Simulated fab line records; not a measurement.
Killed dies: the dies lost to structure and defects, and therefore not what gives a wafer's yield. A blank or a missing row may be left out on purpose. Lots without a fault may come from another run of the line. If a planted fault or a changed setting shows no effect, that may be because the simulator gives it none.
Matching of chambers -- flow nandHarc -- NHARC_A_STAIRCASE_DESCUM_443 on rieDiel-05 has 4 sister chambers
The step chemistry O2, time 3 s. 16 wafers are shown with their chamber, then 8 later ones without.

== WAFERS WITH THEIR CHAMBER ==
wafer,chamber,showerheadPlenumPTorr (Torr),drypumpMotorCurrentA (A),oesProductAu (a.u.)
L076.1,0,1.81,5.61,0.979
L076.2,3,2.06,5.37,1.002
L076.4,1,1.88,5.43,1.014
L079.2,2,2.02,5.73,1.014
L079.3,0,1.81,5.61,0.985
L079.6,2,2.02,5.75,1.014
L077.2,3,2.06,5.39,1.007
L077.3,0,1.81,5.61,0.983
L077.5,2,2.01,5.73,1.023
L080.1,3,2.06,5.38,1.001
L080.2,1,1.88,5.43,1.016
L080.6,1,1.88,5.42,1.020
L081.2,2,2.01,5.74,1.007
L081.3,3,2.06,5.36,0.995
L081.5,1,1.88,5.43,1.004
L083.2,1,1.88,5.46,1.006

SIGNATURES (averages over the wafers above)
reading,chamber 0,chamber 1,chamber 2,chamber 3,scatter within a chamber
showerheadPlenumPTorr,1.8100,1.8800,2.0150,2.0600,0.00289
drypumpMotorCurrentA,5.6100,5.4340,5.7375,5.3750,0.0119
oesProductAu,0.98233,1.01200,1.01450,1.00125,0.00581
Rule: for each reading, subtract the chamber's mean from the wafer's reading, divide by that reading's scatter and square the result; add these up over the readings and take the root, which gives the wafer's distance from the chamber. If the next closest chamber is less than 2 further off than the closest, the wafer can't be placed; otherwise it belongs to the closest. The scatter is the square root of a quotient: the sum, over the shown wafers, of each reading's squared deviation from its chamber's mean, divided by wafers minus chambers.

== WAFERS WITHOUT THEIR CHAMBER ==
wafer,showerheadPlenumPTorr (Torr),drypumpMotorCurrentA (A),oesProductAu (a.u.)
L083.5,1.81,5.63,0.995
L083.6,1.88,5.43,1.002
L094.1,1.87,5.45,0.992
L094.4,2.05,5.38,1.016
L094.6,1.87,5.43,0.993
L092.1,2.00,5.73,1.022
L092.2,1.87,5.41,0.999
L092.4,2.05,5.39,1.026

== CHAMBER TAKEN BY EACH ==
wafer,from the rows above,in truth
L083.5,0,0
L083.6,1,1
L094.1,1,1
L094.4,3,3
L094.6,1,1
L092.1,2,2
L092.2,1,1
L092.4,3,3
8 of 8 placed correctly. Can't be placed from these rows: 0. Number placed wrongly: 0.
